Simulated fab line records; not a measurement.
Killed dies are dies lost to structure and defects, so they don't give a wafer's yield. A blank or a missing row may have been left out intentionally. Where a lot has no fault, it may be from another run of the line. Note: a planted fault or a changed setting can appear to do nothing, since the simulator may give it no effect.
Code-filled problem report in 8D (eight disciplines) form    flow nandHarc    the parts of the form that need people (team, actions taken, sign-off) are left out

## 1. THE ISSUE
A mean of 194.25 W is read at NHARC_A_M1_SOFTBAKE_04 for heaterPowerTotalW, taken on 1 wafer of 1 lot, against 188.45 W (standard deviation 0.15) on wafers free of any fault. Relative to the usual mean, that is a shift of +39 standard deviations.
The step: time 55 s.
Seen first at day 26 22:00 on lithoTrack-01, wafer L379.5. The record has a number at this step for 39 wafers belonging to 13 lots. The rule behind "out" and "out of limits": a value lying over 4 standard deviations away from the usual mean. All remaining wafers that have a number are taken as sound.

## 2. WHAT IT IS; WHAT IT IS NOT
question                     is                 is not
which readings at this step  heaterPowerTotalW  -
which lots                   L379               L371, L372, L373, L374, L375, L376, L377, L389, L391, L392, L393, L394
which wafers of those lots   L379.5             L379.2, L379.3
read on which tools          lithoTrack-01      lithoTrack-04, lithoTrack-06
when                         from day 26 22:00  up to then (23 sound wafers); but 15 sound wafers of L389, L391, L392, L393, L394 came after

## 3. THE SUSPECTS, EACH WITH WHAT RULES IT OUT
Counting: any tool at a process step up to the reading remains a suspect provided it ran every lot that is out. Sound lots after the first of them don't rule it out here, since some wafers of a struck lot are sound.
- pvdSputter-03 at NHARC_A_M0_PRE_CLEAN_29 (time 30 s): kept. L379, the lot that is out, went through it at day 26 22:00; up to then, the latest sound lot through it was L377 at day 25 17:00. With no start given for some of its lots, NHARC_A_M0_PRE_CLEAN_29 uses the hours and lot order of NHARC_A_M1_SOFTBAKE_04.
- pvdSputter-03 at NHARC_A_M0_PVD_20 (deposits TaN, target thk 5 nm, time 8.06 s): kept. L379, the lot that is out, went through it at day 26 22:00; up to then, the latest sound lot through it was L377 at day 25 17:00. With no start given for some of its lots, NHARC_A_M0_PVD_20 uses the hours and lot order of NHARC_A_M1_SOFTBAKE_04.
- lithoTrack-01 at NHARC_A_M1_SOFTBAKE_04 (time 55 s): kept. L379, the lot that is out, went through it at day 26 22:00; up to then, the latest sound lot through it was L376 at day 25 04:00. Out on those wafers are its own readings of heaterPowerTotalW.
Still standing after the count: pvdSputter-03 at NHARC_A_M0_PRE_CLEAN_29, pvdSputter-03 at NHARC_A_M0_PVD_20, lithoTrack-01 at NHARC_A_M1_SOFTBAKE_04.

## 4. THE CAUSE (what the simulator had put in)
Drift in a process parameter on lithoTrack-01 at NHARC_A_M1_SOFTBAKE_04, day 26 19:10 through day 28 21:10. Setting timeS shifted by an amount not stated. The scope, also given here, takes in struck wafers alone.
After counting, 3 suspects remain, this tool included.

## 5. THE EFFECT CHAIN, in route order
Each row: a reading whose mean over the struck wafers that have a number lies more than 3 standard deviations from the usual. Only readings for which the record gives a usual standard deviation are gone through. hours: the time from each lot's start at the first step in this table that gives one to its start at this step, as a median over the lots. sigmas: the change in usual standard deviations.
hours  step                    reading            usual     on struck wafers  change  sigmas
0      NHARC_A_M1_SOFTBAKE_04  heaterPowerTotalW  188.45 W  194.25            +5.80   +39
Process steps it contains:
- NHARC_A_M1_SOFTBAKE_04: time 55 s.
Later steps that measure or inspect, where all struck wafers having a row at the step show a number for every such reading and not one has moved that far: NHARC_A_M1_OVL_MEAS_10.

## 6. HOW IT WOULD HAVE BEEN CAUGHT EARLIER
3 hours passed between the start of the fault at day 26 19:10 and the first reading out of limits in this record, taken at day 26 22:00.
